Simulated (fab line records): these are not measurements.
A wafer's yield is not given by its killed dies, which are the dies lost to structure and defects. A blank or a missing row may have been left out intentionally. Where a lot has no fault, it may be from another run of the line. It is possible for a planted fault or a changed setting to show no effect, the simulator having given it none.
fab line records	flow nandHarc
record lots=6	wafers=18	lastDay=32
route steps=1302 shown A_CHANNEL_HOLE_D1@466 A_CHANNEL_FILL_D1@490 END@1302
lots that met no fault: from a run of the same line without faults
startH: start of the lot's first displayed wafer, in hours after the record's first day	waitH: hours from the lot's prior step to this one	" as in the row above	L1.1+2: a row that stands for several wafers	- no value, or no start given	* or withheld: withheld	< > ~ a bound
route shown NAME@n: NAME is a module with steps in the file, n the number in the route of the first one	usual: mean/standard deviation taken from wafers without a fault	same: alike in all rows	chamber/n: place in a boat	sites: the reading at each site	_std_site: standard deviation across them	_edge_site: the outer-site mean with the inner-site mean subtracted	radiusMm: how far each site lies from the wafer's centre	mask NAME#n: copy n	behind: tool/chamber where the wafer was last shaped	hold: cause of the lot's hold/its duration in hours/its outcome	device: the n, p or np transistor that did not switch	end of line: the route-end tests of the same wafers	a step given without rows: its recipe and nothing more	killed: not the wafer's yield, but the dies lost to structure and defects at the first sort	map: a wafer's dies, x killed, . not, _ none there
set.NAME: the setting the step ran with; set.NAME@STEP: the setting that earlier step ran with	model.NAME: the simulator's own value behind a step, which no gauge read
lots seen at some steps along the route; tables by step, rows by wafer
services: when a tool's chamber went out of use (startH, in hours from the record's first day, below 0 if earlier), for how many hours, and the reason
## steps
# step NHARC_A_CHANNEL_HOLE_D1_ETCH_38
# recipe targetDepthA=390	overEtchFrac=0.3	timeS=65	ionEnergyEv=80	cf4FlowSccm=150	arFlowSccm=0	rfW=300	biasW=100	chemistry=CF4
# usual drypumpMotorCurrentA=5.8/0.56	oesProductAu=1.006/0.015	rfVppV=150.7/1.2	showerheadPlenumPTorr=1.73/0.064	throttleValvePct=13.284/0.0088
lot.wafer	tool	chamber	startH	waitH	drypumpMotorCurrentA	oesProductAu	rfHoursCounterH	rfVppV	showerheadPlenumPTorr	throttleValvePct
L535.1	rieDiel-07	1	229.80	0.1	5.3	1.027	9	149.9	1.71	13.296
L535.3	"	3	"	"	6.2	1.023	8	151.5	1.79	13.290
L535.6	"	1	"	"	5.3	1.025	-	149.3	1.71	13.283
L544.3	rieDiel-07	1	326.67	0.1	5.3	0.990	1	151.7	1.71	13.292
L544.4	"	3	"	"	6.2	1.007	1	150.0	1.78	13.280
L544.1	"	0	"	"	6.6	1.003	1	149.0	1.69	13.289
L545.3	rieDiel-06	0	327.46	0.1	6.1	1.011	3	149.7	1.73	13.287
L545.1	"	2	"	"	6.3	1.007	3	152.3	1.91	13.281
L545.6	"	1	"	"	5.6	1.006	-	151.5	1.69	13.285
L546.3	rieDiel-06	0	340.20	0.1	6.1	1.015	7	151.0	1.73	13.296
L546.1	"	1	"	"	5.6	0.996	7	150.3	1.69	13.290
L546.6	"	1	"	"	5.5	1.005	-	150.3	1.69	13.288
L548.3	rieDiel-07	3	358.63	0.1	6.3	1.011	4	150.8	1.78	13.278
L548.1	"	0	"	"	6.6	1.021	4	150.3	1.69	13.282
L548.5	"	3	"	"	6.2	1.020	-	151.3	1.78	13.275
L552.2	rieDiel-07	0	397.62	0.1	6.6	1.019	7	149.3	1.69	13.277
L552.3	"	3	"	"	6.2	1.021	8	153.0	1.78	13.282
L552.5	"	1	"	"	5.3	0.984	-	150.2	1.71	13.271
# step NHARC_A_CHANNEL_HOLE_D1_ETCH_39
# recipe targetDepthA=2600	overEtchFrac=0.3	timeS=325	ionEnergyEv=200	n2FlowSccm=150	h2FlowSccm=150	arFlowSccm=0	rfW=400	biasW=150	chemistry=N2/H2
# step NHARC_A_CHANNEL_HOLE_D1_ETCH_34
# recipe targetDepthA=1540	timeS=77	cf4FlowSccm=100	chf3FlowSccm=30	arFlowSccm=0	rfW=500	biasW=200	chemistry=CF4/CHF3
# usual drypumpMotorCurrentA=5.8/0.56	oesProductAu=0.944/0.022	rfVppV=369.6/2.2	showerheadPlenumPTorr=1.54/0.059	throttleValvePct=16.803/0.0084
lot.wafer	tool	chamber	startH	waitH	drypumpMotorCurrentA	oesProductAu	rfHoursCounterH	rfVppV	showerheadPlenumPTorr	throttleValvePct
L535.3	rieDiel-07	3	-	-	6.2	0.958	8	372.4	1.59	16.799
L535.1	"	0	"	"	6.6	0.944	9	368.8	1.50	16.804
L535.6	"	3	"	"	6.2	0.940	-	371.9	1.59	16.797
L544.3	rieDiel-07	3	-	-	6.2	0.960	1	370.3	1.59	16.802
L544.4	"	0	"	"	6.6	0.993	2	369.0	1.50	16.797
L544.1	"	2	"	"	5.2	0.969	1	368.8	1.51	16.797
L545.1	rieDiel-06	2	-	-	6.3	0.971	3	375.0	1.70	16.803
L545.3	"	1	"	"	5.5	0.956	3	368.9	1.51	16.820
L545.6	"	3	"	"	6.2	0.973	-	370.9	1.54	16.800
L546.3	rieDiel-06	1	-	-	5.5	0.918	7	368.3	1.50	16.821
L546.1	"	2	"	"	6.3	0.935	10	375.7	1.70	16.804
L546.6	"	0	"	"	6.1	0.935	-	369.5	1.54	16.809
L548.3	rieDiel-07	2	-	-	5.2	0.909	4	369.1	1.51	16.794
L548.1	"	3	"	"	6.2	0.925	4	370.4	1.59	16.811
L548.5	"	2	"	"	5.2	0.920	-	369.3	1.51	16.805
L552.2	rieDiel-07	0	-	-	6.6	0.933	7	367.2	1.50	16.818
L552.3	"	3	"	"	6.2	0.939	8	371.6	1.59	16.811
L552.5	"	0	"	"	6.6	0.926	-	367.5	1.50	16.795
# step NHARC_A_CHANNEL_HOLE_D1_ETCH_16
# recipe targetDepthA=31000	overEtchFrac=0.3	timeS=806	ionEnergyEv=150	o2FlowSccm=400	cosFlowSccm=20	arFlowSccm=0	rfW=500	biasW=300	chemistry=O2/COS
# step NHARC_A_CHANNEL_HOLE_D1_CD_MEAS_18
# usual cdNm=97/3.2
lot.wafer	tool	chamber	startH	waitH	cdNm
L535.1	cdSem-03	-	230.82	-	90
L535.3	"	-	"	"	93
L535.6	"	-	"	"	89
L544.1	cdSem-01	-	327.69	-	93
L544.3	"	-	"	"	97
L544.4	"	-	"	"	97
L545.1	cdSem-02	-	328.48	-	92
L545.3	"	-	"	"	96
L545.6	"	-	"	"	95
L546.1	cdSem-03	-	341.62	-	99
L546.3	"	-	"	"	97
L546.6	"	-	"	"	96
L548.1	cdSem-01	-	359.64	-	100
L548.3	"	-	"	"	93
L548.5	"	-	"	"	91
L552.2	cdSem-03	-	398.65	-	99
L552.3	"	-	"	"	100
L552.5	"	-	"	"	100
# step NHARC_A_CHANNEL_HOLE_D1_ETCH_19
# recipe biasV=1200	sourceW=2500	pressureMtorr=15	timeS=34.5	arFlowSccm=375	c4f8FlowSccm=28.8	o2FlowSccm=96.2	tempC=-20	targetDepthA=*	chemistry=C4F8/O2/Ar
# step NHARC_A_CHANNEL_HOLE_D1_ETCH_20
# recipe biasV=3000	sourceW=withheld	pressureMtorr=20	timeS=361.9	arFlowSccm=375	c4f8FlowSccm=89.3	o2FlowSccm=35.7	tempC=-20	targetDepthA=16000	chemistry=C4F8/O2/Ar
# step NHARC_A_CHANNEL_HOLE_D1_ETCH_21
# recipe biasV=3000	sourceW=withheld	pressureMtorr=20	timeS=514.3	arFlowSccm=375	c4f8FlowSccm=89.3	o2FlowSccm=35.7	tempC=-20	targetDepthA=16000	chemistry=C4F8/O2/Ar
# step NHARC_A_CHANNEL_HOLE_D1_ETCH_22
# recipe biasV=3000	sourceW=withheld	pressureMtorr=20	timeS=666.7	arFlowSccm=375	c4f8FlowSccm=89.3	o2FlowSccm=35.7	tempC=-20	targetDepthA=16000	chemistry=C4F8/O2/Ar
# step NHARC_A_CHANNEL_HOLE_D1_ETCH_23
# recipe biasV=5000	sourceW=withheld	pressureMtorr=20	timeS=819	arFlowSccm=375	c4f8FlowSccm=89.3	o2FlowSccm=35.7	tempC=-20	targetDepthA=16000	chemistry=C4F8/O2/Ar
# usual c4f8FlowSccm=89.33/0.26	drypumpMotorCurrentA=5.50/0.24	showerheadPlenumPTorr=3.70/0.055	throttleValvePct=32.156/0.01
lot.wafer	tool	chamber	startH	waitH	c4f8FlowSccm	drypumpMotorCurrentA	rfHoursCounterH	showerheadPlenumPTorr	throttleValvePct
L535.1	harEtch-01	1	232.53	0.5	89.60	5.50	120	3.72	32.161
L535.3	"	1	"	"	89.11	5.51	-	3.72	32.148
L535.6	"	1	"	"	89.32	5.48	-	3.72	32.172
L544.1	harEtch-02	1	329.30	0.5	89.61	5.07	379	3.72	32.150
L544.4	"	1	"	"	89.39	5.07	-	3.72	32.155
L544.3	"	0	"	"	89.04	5.77	-	3.60	32.138
L545.1	harEtch-01	1	330.56	0.5	89.57	5.49	181	3.68	32.144
L545.3	"	1	"	"	89.47	5.48	-	3.68	32.163
L545.6	"	1	"	"	89.18	5.48	-	3.68	32.166
L546.1	harEtch-02	1	343.14	0.5	89.19	5.05	387	3.72	32.164
L546.3	"	0	"	"	89.46	5.77	-	3.59	32.137
L546.6	"	0	"	"	89.59	5.75	-	3.59	32.143
L548.1	harEtch-01	1	361.28	0.5	89.42	5.50	201	3.67	32.154
L548.3	"	1	"	"	89.65	5.49	-	3.67	32.155
L548.5	"	1	"	"	89.23	5.48	-	3.67	32.130
L552.2	harEtch-02	1	402.41	0.5	89.33	5.06	5	3.70	32.164
L552.3	"	0	"	"	88.84	5.78	-	3.93	32.150
L552.5	"	1	"	"	89.33	5.06	-	3.70	32.149
# step NHARC_A_CHANNEL_HOLE_D1_ETCH_24
# recipe biasV=5000	sourceW=withheld	pressureMtorr=20	timeS=906.2	arFlowSccm=375	c4f8FlowSccm=93.8	o2FlowSccm=31.2	tempC=-20	targetDepthA=15000	chemistry=C4F8/O2/Ar
# step NHARC_A_CHANNEL_HOLE_D1_ETCH_25
# recipe biasV=5000	sourceW=withheld	pressureMtorr=20	timeS=1040.2	arFlowSccm=375	c4f8FlowSccm=93.8	o2FlowSccm=31.2	tempC=-20	targetDepthA=15000	chemistry=C4F8/O2/Ar
# usual c4f8FlowSccm=93.79/0.26	drypumpMotorCurrentA=5.49/0.24	showerheadPlenumPTorr=3.69/0.055	throttleValvePct=32.235/0.0087
lot.wafer	tool	chamber	startH	waitH	c4f8FlowSccm	drypumpMotorCurrentA	rfHoursCounterH	showerheadPlenumPTorr	throttleValvePct
L535.1	harEtch-01	1	234.00	0.6	93.30	5.49	121	3.71	32.242
L535.3	"	1	"	"	93.89	5.49	-	3.71	32.237
L535.6	"	1	"	"	93.72	5.48	-	3.71	32.229
L544.1	harEtch-02	1	330.76	0.6	93.62	5.08	381	3.72	32.246
L544.4	"	1	"	"	93.70	5.08	-	3.72	32.221
L544.3	"	0	"	"	94.03	5.77	-	3.59	32.246
L545.1	harEtch-01	1	332.05	0.7	93.85	5.48	183	3.68	32.233
L545.3	"	1	"	"	94.13	5.48	-	3.68	32.231
L545.6	"	1	"	"	93.39	5.49	-	3.68	32.251
L546.1	harEtch-02	1	344.60	0.6	94.00	5.06	389	3.71	32.248
L546.3	"	0	"	"	94.14	5.77	-	3.59	32.228
L546.6	"	0	"	"	93.90	5.76	-	3.59	32.235
L548.1	harEtch-01	1	362.77	0.7	94.03	5.50	202	3.67	32.234
L548.3	"	1	"	"	93.78	5.48	-	3.67	32.228
L548.5	"	1	"	"	93.94	5.49	-	3.67	32.232
L552.2	harEtch-02	1	403.90	0.7	93.64	5.06	7	3.70	32.233
L552.3	"	0	"	"	94.03	5.76	-	3.92	32.226
L552.5	"	1	"	"	93.83	5.06	-	3.70	32.234
# step NHARC_A_CHANNEL_HOLE_D1_ETCH_26
# recipe biasV=300	sourceW=2000	pressureMtorr=30	timeS=224.1	arFlowSccm=375	c4f8FlowSccm=11.4	o2FlowSccm=113.6	tempC=-20	targetDepthA=3000	chemistry=C4F8/O2/Ar
# usual biasV=300.3/2.9	c4f8FlowSccm=11.40/0.037	drypumpMotorCurrentA=5.50/0.24	showerheadPlenumPTorr=3.74/0.058	throttleValvePct=24.585/0.01
lot.wafer	tool	chamber	startH	waitH	biasV	c4f8FlowSccm	drypumpMotorCurrentA	rfHoursCounterH	showerheadPlenumPTorr	throttleValvePct
L535.1	harEtch-01	1	234.89	0.7	296.7	11.41	5.49	122	3.76	24.570
L535.3	"	1	"	"	302.0	11.33	5.50	-	3.76	24.571
L535.6	"	1	"	"	303.7	11.38	5.48	-	3.76	24.592
L544.1	harEtch-02	1	331.64	0.7	300.3	11.41	5.07	382	3.77	24.576
L544.4	"	1	"	"	301.6	11.44	5.07	-	3.77	24.583
L544.3	"	0	"	"	300.8	11.43	5.75	-	3.64	24.584
L545.1	harEtch-01	1	332.80	0.6	294.0	11.42	5.49	184	3.73	24.587
L545.3	"	1	"	"	296.1	11.41	5.48	-	3.73	24.593
L545.6	"	1	"	"	293.9	11.38	5.49	-	3.73	24.590
L546.1	harEtch-02	1	345.48	0.7	300.2	11.37	5.07	390	3.76	24.582
L546.3	"	0	"	"	302.8	11.41	5.76	-	3.63	24.587
L546.6	"	0	"	"	299.0	11.39	5.76	-	3.63	24.594
L548.1	harEtch-01	1	363.54	0.6	302.8	11.40	5.49	203	3.72	24.580
L548.3	"	1	"	"	300.1	11.39	5.50	-	3.72	24.581
L548.5	"	1	"	"	301.3	11.38	5.50	-	3.72	24.586
L552.2	harEtch-02	1	404.68	0.6	300.4	11.46	5.04	7	3.75	24.570
L552.3	"	0	"	"	300.5	11.43	5.77	-	3.99	24.572
L552.5	"	1	"	"	300.7	11.48	5.05	-	3.75	24.590
# step NHARC_A_CHANNEL_HOLE_D1_ETCH_33
# recipe biasV=400	sourceW=2000	pressureMtorr=25	timeS=90	arFlowSccm=375	c4f8FlowSccm=41.7	o2FlowSccm=83.3	tempC=-20	targetDepthA=4000	chemistry=C4F8/O2/Ar
# usual biasV=400/4	c4f8FlowSccm=41.70/0.12	drypumpMotorCurrentA=5.49/0.24	showerheadPlenumPTorr=3.73/0.056	throttleValvePct=27.620/0.0081
lot.wafer	tool	chamber	startH	waitH	biasV	c4f8FlowSccm	drypumpMotorCurrentA	rfHoursCounterH	showerheadPlenumPTorr	throttleValvePct
L535.1	harEtch-01	1	235.09	0.2	398	41.77	5.49	122	3.76	27.615
L535.3	"	1	"	"	399	41.72	5.50	-	3.76	27.622
L535.6	"	1	"	"	403	41.77	5.49	-	3.76	27.618
L544.1	harEtch-02	1	331.84	0.2	407	41.78	5.07	382	3.76	27.628
L544.4	"	1	"	"	399	41.88	5.06	-	3.76	27.621
L544.3	"	0	"	"	394	41.78	5.76	-	3.63	27.617
L545.1	harEtch-01	1	333.00	0.2	400	41.85	5.49	184	3.72	27.622
L545.3	"	1	"	"	401	41.46	5.48	-	3.72	27.608
L545.6	"	1	"	"	402	41.69	5.50	-	3.72	27.644
L546.1	harEtch-02	1	345.68	0.2	404	41.93	5.07	390	3.76	27.611
L546.3	"	0	"	"	401	41.76	5.76	-	3.63	27.609
L546.6	"	0	"	"	399	41.66	5.77	-	3.63	27.627
L548.1	harEtch-01	1	363.74	0.2	398	41.56	5.50	203	3.71	27.616
L548.3	"	1	"	"	394	41.61	5.48	-	3.71	27.621
L548.5	"	1	"	"	397	41.76	5.48	-	3.71	27.626
L552.2	harEtch-02	1	404.88	0.2	402	41.68	5.07	7	3.74	27.629
L552.3	"	0	"	"	397	41.92	5.76	-	3.98	27.630
L552.5	"	1	"	"	400	41.69	5.07	-	3.74	27.619
# step NHARC_A_CHANNEL_HOLE_D1_STRIP_41
# recipe n2FlowSccm=150	h2FlowSccm=150	arFlowSccm=0	biasW=0	chemistry=N2/H2
# step NHARC_A_CHANNEL_HOLE_D1_STRIP_42
# recipe cf4FlowSccm=100	chf3FlowSccm=30	arFlowSccm=0	biasW=0	chemistry=CF4/CHF3
# step NHARC_A_CHANNEL_HOLE_D1_STRIP_43
# recipe o2FlowSccm=400	cosFlowSccm=20	arFlowSccm=0	biasW=0	chemistry=O2/COS
# step NHARC_A_CHANNEL_HOLE_D1_ETCH_44
# recipe targetDepthA=1400	overetchA=140	timeS=77	ionEnergyEv=100	cf4FlowSccm=80	o2FlowSccm=20	arFlowSccm=0	rfW=300	biasW=100	chemistry=CF4/O2
# step NHARC_A_CHANNEL_HOLE_D1_STRIP_27
# recipe o2FlowSccm=500	arFlowSccm=0	biasW=0	chemistry=O2
# step NHARC_A_CHANNEL_HOLE_D1_PRECLEAN_28
# recipe timeS=*	tempC=50	bathAgeMin=0	chemistry=SC1
# step NHARC_A_CHANNEL_HOLE_D1_SRD_29
# step NHARC_A_CHANNEL_HOLE_D1_CD_MEAS_30
# usual cdNm=89.4/1.5
lot.wafer	tool	chamber	startH	waitH	cdNm
L535.1	cdSem-02	-	236.63	-	89.4
L535.3	"	-	"	"	87.8
L535.6	"	-	"	"	87.1
L544.1	cdSem-02	-	333.38	-	87.4
L544.3	"	-	"	"	90.9
L544.4	"	-	"	"	90.3
L545.1	cdSem-03	-	334.50	-	87.4
L545.3	"	-	"	"	89.3
L545.6	"	-	"	"	90.5
L546.1	cdSem-02	-	347.22	-	87.9
L546.3	"	-	"	"	89.2
L546.6	"	-	"	"	88.0
L548.1	cdSem-03	-	365.24	-	87.0
L548.3	"	-	"	"	88.7
L548.5	"	-	"	"	87.6
L552.2	cdSem-03	-	406.39	-	90.1
L552.3	"	-	"	"	88.1
L552.5	"	-	"	"	88.3
# step NHARC_A_CHANNEL_HOLE_D1_XSEM_31
# recipe landingEnergyEv=35000
# step NHARC_A_CHANNEL_HOLE_D1_INSPECT_40
# usual rawDefectCount=74/24
lot.wafer	tool	chamber	startH	waitH	rawDefectCount
L535.1	defectInspect-02	-	236.82	-	53
L535.3	"	-	"	"	50
L535.6	"	-	"	"	34
L544.1	defectInspect-01	-	333.57	-	97
L544.3	"	-	"	"	665
L544.4	"	-	"	"	93
L545.1	defectInspect-01	-	334.69	-	62
L545.3	"	-	"	"	71
L545.6	"	-	"	"	58
L546.1	defectInspect-01	-	347.41	-	78
L546.3	"	-	"	"	612
L546.6	"	-	"	"	633
L548.1	defectInspect-02	-	365.43	-	58
L548.3	"	-	"	"	89
L548.5	"	-	"	"	88
L552.2	defectInspect-01	-	406.57	-	63
L552.3	"	-	"	"	42
L552.5	"	-	"	"	54
# step NHARC_A_CHANNEL_FILL_D1_PRECLEAN_00
# recipe timeS=*	tempC=50	bathAgeMin=0	chemistry=SC1
# step NHARC_END_SORT_01
# recipe tempC=25
# usual killedAtArray=56/19	killedAtOther=0.6/1	killedAtPeriphery=3.9/2.7	killedDies=61/19	killedOpen=3.3/1.9	killedShort=2.4/1.7
# same grossDies=677
lot.wafer	tool	chamber	startH	waitH	killedAtArray	killedAtOther	killedAtPeriphery	killedDies	killedOpen	killedShort
L546.1	prober-02	0	715.41	2.5	99	0	8	107	7	2
L546.3	prober-02	0	717.02	3.1	96	0	8	104	4	3
L546.6	prober-02	0	719.42	4.0	88	1	9	98	2	2
L544.1	prober-01	0	724.99	2.5	76	1	1	78	1	5
L544.3	prober-01	0	726.58	3.1	91	0	2	93	1	3
L544.4	prober-01	0	727.37	3.4	74	1	1	76	4	1
L548.1	prober-01	0	742.94	2.5	52	1	10	63	4	5
L548.3	prober-01	0	744.52	3.1	54	0	1	55	1	1
L548.5	prober-01	0	746.11	3.7	56	1	4	61	2	2
# killed by level:class
L546.1 A_CHANNEL_HOLE_D1:chamberFilmFlake=32 A_CHANNEL_HOLE_D2:chamberFilmFlake=27 A_SLIT:chamberFilmFlake=25 P_M2:chamberFilmFlake=3 A_WL_FILL:chamberFilmFlake=3 A_CONTACT:chamberFilmFlake=3 P_CONTACT:geometricParticle:open=2 A_DECK1_JOINT:chamberFilmFlake=2
L546.3 A_CHANNEL_HOLE_D1:unspecified=56 A_SLIT:chamberFilmFlake=13 A_CHANNEL_HOLE_D1:chamberFilmFlake=6 A_CHANNEL_HOLE_D2:chamberFilmFlake=6 A_STAIRCASE:chamberFilmFlake=5 A_WL_FILL:chamberFilmFlake=4 P_CONTACT:chamberFilmFlake=3 A_CONTACT:chamberFilmFlake=3
L546.6 A_CHANNEL_HOLE_D1:unspecified=56 A_CHANNEL_HOLE_D1:chamberFilmFlake=9 P_CONTACT:chamberFilmFlake=8 A_SLIT:chamberFilmFlake=7 A_CHANNEL_HOLE_D2:chamberFilmFlake=7 A_CHANNEL_FILL_D2:chamberFilmFlake=2 A_CHANNEL_FILL_D2:geometricParticle:short=1 A_SGD_CUT:geometricParticle:short=1
L544.1 A_SLIT:chamberFilmFlake=31 A_CHANNEL_HOLE_D1:chamberFilmFlake=29 A_CONTACT:chamberFilmFlake=6 A_ONON_D1:geometricParticle:short=3 A_WL_FILL:chamberFilmFlake=3 A_ONON_D1:geometricParticle:open=1 A_CHANNEL_HOLE_D1:geometricParticle:short=1 A_ONON_D2:geometricParticle:short=1
L544.3 A_CHANNEL_HOLE_D1:unspecified=61 A_SLIT:chamberFilmFlake=12 A_CHANNEL_HOLE_D1:chamberFilmFlake=8 A_CONTACT:chamberFilmFlake=7 P_GATE:geometricParticle:open=1 P_CONTACT:geometricParticle:short=1 A_DECK1_JOINT:geometricParticle:short=1 A_CHANNEL_HOLE_D2:geometricParticle:short=1
L544.4 A_SLIT:chamberFilmFlake=31 A_CHANNEL_HOLE_D1:chamberFilmFlake=30 A_STAIRCASE:chamberFilmFlake=5 A_CONTACT:chamberFilmFlake=3 A_M0:geometricParticle:open=2 P_GATE:geometricParticle:open=1 A_ONON_D1:geometricParticle:short=1 A_CHANNEL_FILL_D1:geometricParticle:open=1
L548.1 A_SLIT:chamberFilmFlake=25 A_CHANNEL_HOLE_D1:chamberFilmFlake=13 A_SGD_CUT:chamberFilmFlake=5 P_CONTACT:geometricParticle:short=2 A_ONON_D2:geometricParticle:open=2 P_ZERO_WELL:chamberFilmFlake=2 P_STI:chamberFilmFlake=2 P_M1:chamberFilmFlake=2
L548.3 A_SLIT:chamberFilmFlake=31 A_CHANNEL_HOLE_D1:chamberFilmFlake=9 A_SGD_CUT:chamberFilmFlake=6 A_CONTACT:chamberFilmFlake=4 A_STAIRCASE:chamberFilmFlake=2 P_CONTACT:geometricParticle:open=1 A_CHANNEL_FILL_D2:geometricParticle:short=1 A_WL_FILL:chamberFilmFlake=1
L548.5 A_SLIT:chamberFilmFlake=26 A_CHANNEL_HOLE_D1:chamberFilmFlake=13 A_SGD_CUT:chamberFilmFlake=4 P_ZERO_WELL:chamberFilmFlake=3 A_WL_FILL:chamberFilmFlake=3 A_CONTACT:chamberFilmFlake=3 A_STAIRCASE:chamberFilmFlake=2 P_GATE:geometricParticle:open=1
## services
tool	chamber	startH	hours	kind
rieDiel-07	0	224.29	-	clean
rieDiel-07	1	224.29	-	clean
rieDiel-07	2	224.29	-	clean
rieDiel-07	3	224.29	-	clean
rieDiel-07	0	248.90	-	clean
rieDiel-07	1	248.90	-	clean
rieDiel-07	2	248.90	-	clean
rieDiel-06	1	252.93	42.4	repair
harEtch-02	0	281.11	-	consumableReplace:focusRing
harEtch-02	0	281.11	17.0	scheduledDown
harEtch-02	0	281.11	17.0	ventCycle
rieDiel-06	3	287.12	1.3	repair
rieDiel-07	-	288.93	0.6	repair
rieDiel-07	-	294.20	9.0	pm
rieDiel-06	-	307.37	9.0	pm
harEtch-02	-	377.00	17.0	pm
harEtch-02	0	377.00	17.0	ventCycle
harEtch-02	1	377.00	17.0	ventCycle
rieDiel-06	-	384.12	1.8	repair
harEtch-02	0	394.00	-	clean
harEtch-02	0	394.00	-	consumableReplace:showerhead
harEtch-02	1	394.00	-	clean
harEtch-02	1	394.00	-	consumableReplace:esc
harEtch-02	1	394.00	-	consumableReplace:focusRing
## key
firstSign step=NHARC_A_CHANNEL_HOLE_D1_INSPECT_40	reading=rawDefectCount	direction=up	sigmas=24	usual=74	struck=637
moreKillsBornAt NHARC_A_CHANNEL_HOLE_D1_ETCH_26@harEtch-02=115
metAt NHARC_A_CHANNEL_HOLE_D1_ETCH_26
struckWafers L544.3,L546.3,L546.6
testerLeftOut L544,L546
fault kind=chamberParticleSource	tool=harEtch-02	chamber=0	onsetH=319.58	steps=NHARC_A_CHANNEL_HOLE_D1_ETCH_26	ratePerVisitCm2=0.84671	endH=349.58
# testerLeftOut: of these lots the tester's yield and bins aren't shown, on N5 and GAA mostly nor the transistor test; their killed dies are dies lost to structure and defects alone, not to doping, threshold or leakage, so they don't give the yield
